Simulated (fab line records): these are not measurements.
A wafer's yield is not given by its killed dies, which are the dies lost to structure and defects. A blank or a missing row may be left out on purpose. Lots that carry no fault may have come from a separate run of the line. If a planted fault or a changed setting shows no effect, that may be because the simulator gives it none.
A struck lot beside a sound one    flow nandHarc    17 out of 1302 route steps
Sound: the wafers L426.3, L426.4, L426.6. Struck: wafers L432.1, L432.3, L432.6. The cause comes at the end.
At each step with rows: each side's tool, then ch and its chambers, then its first start. Under that, the readings that differ: sound wafers    struck wafers    difference of the means    sigmas: that difference in standard deviations of wafers without a fault.
alike: a reading whose means differ by less than 2 such deviations, as well as words and numbers matching on both sides. not compared: withheld readings; readings where some wafer has no value; bounds like >300 that might hide an equal value; numbers whose values overlap and for which the record gives no deviation.
A row with sigmas, a row that says differs or no value, or rows on one side alone: a step with any of these is where the two part. Non-overlapping numbers with no deviation appear without sigmas and do not part them. A reading missing from all wafers of one side parts the sides only when that side holds two or more wafers.

NHARC_P_ZERO_WELL_CD_MEAS_24: the cd target is 720 nm.
  sound on cdSem-02 ch 0, day 4 20:20; struck on cdSem-02 ch 0, day 7 08:48
  alike: cdNm
then, 1 step without rows for these wafers: NHARC_P_ZERO_WELL_HARDBAKE_25 (time 80 s).
NHARC_P_ZERO_WELL_DESCUM_26: chemistry O2, time 3 s.
  sound on rieDiel-03 ch 0,2,3, day 4 20:31; struck on rieDiel-07 ch 1,2, day 7 08:59
  alike: drypumpMotorCurrentA, oesProductAu, rfVppV, showerheadPlenumPTorr, throttleValvePct
  not compared: rfHoursCounterH
then, 9 steps without rows for these wafers: NHARC_P_ZERO_WELL_IMPLANT_27; NHARC_P_ZERO_WELL_IMPLANT_57; NHARC_P_ZERO_WELL_IMPLANT_58; NHARC_P_ZERO_WELL_STRIP_28 (strips in SPM, time 840 s); NHARC_P_ZERO_WELL_DEHYDRATE_29 (time 120 s); NHARC_P_ZERO_WELL_HMDS_30 (time 30 s); NHARC_P_ZERO_WELL_COAT_31; NHARC_P_ZERO_WELL_SOFTBAKE_32 (time 95 s); NHARC_P_ZERO_WELL_EBR_33.
NHARC_P_ZERO_WELL_EXPOSE_34: exposes mask P PWELL, target cd 720 nm.
  sound on krfScanner-01 ch 0, day 4 21:41; struck on krfScanner-02 ch 0, day 7 10:54
reading             sound                          struck                         difference  sigmas
mask                P_PWELL#0 P_PWELL#0 P_PWELL#0  P_NWELL#0 P_NWELL#0 P_NWELL#0  differs     
stageVelMmS (mm/s)  500.55 500.10 500.04           499.66 499.46 499.74           -0.61       -2
then, 2 steps without rows for these wafers: NHARC_P_ZERO_WELL_PEB_35 (peb time 85 s); NHARC_P_ZERO_WELL_DEVELOP_36 (time 70 s).
NHARC_P_ZERO_WELL_CD_MEAS_37: the cd target is 720 nm.
  sound on cdSem-01 ch 0, day 4 21:50; struck on cdSem-01 ch 0, day 7 11:04
reading    sound              struck  difference                     sigmas
cdNm (nm)  722.1 721.0 720.3  - - -   no value on the struck wafers  
then, 1 step without rows for these wafers: NHARC_P_ZERO_WELL_HARDBAKE_38 (time 80 s).

WHERE THEY PART
Earliest at NHARC_P_ZERO_WELL_EXPOSE_34; latest, in this record, at NHARC_P_ZERO_WELL_CD_MEAS_37.

WHY: whatever the simulator had introduced
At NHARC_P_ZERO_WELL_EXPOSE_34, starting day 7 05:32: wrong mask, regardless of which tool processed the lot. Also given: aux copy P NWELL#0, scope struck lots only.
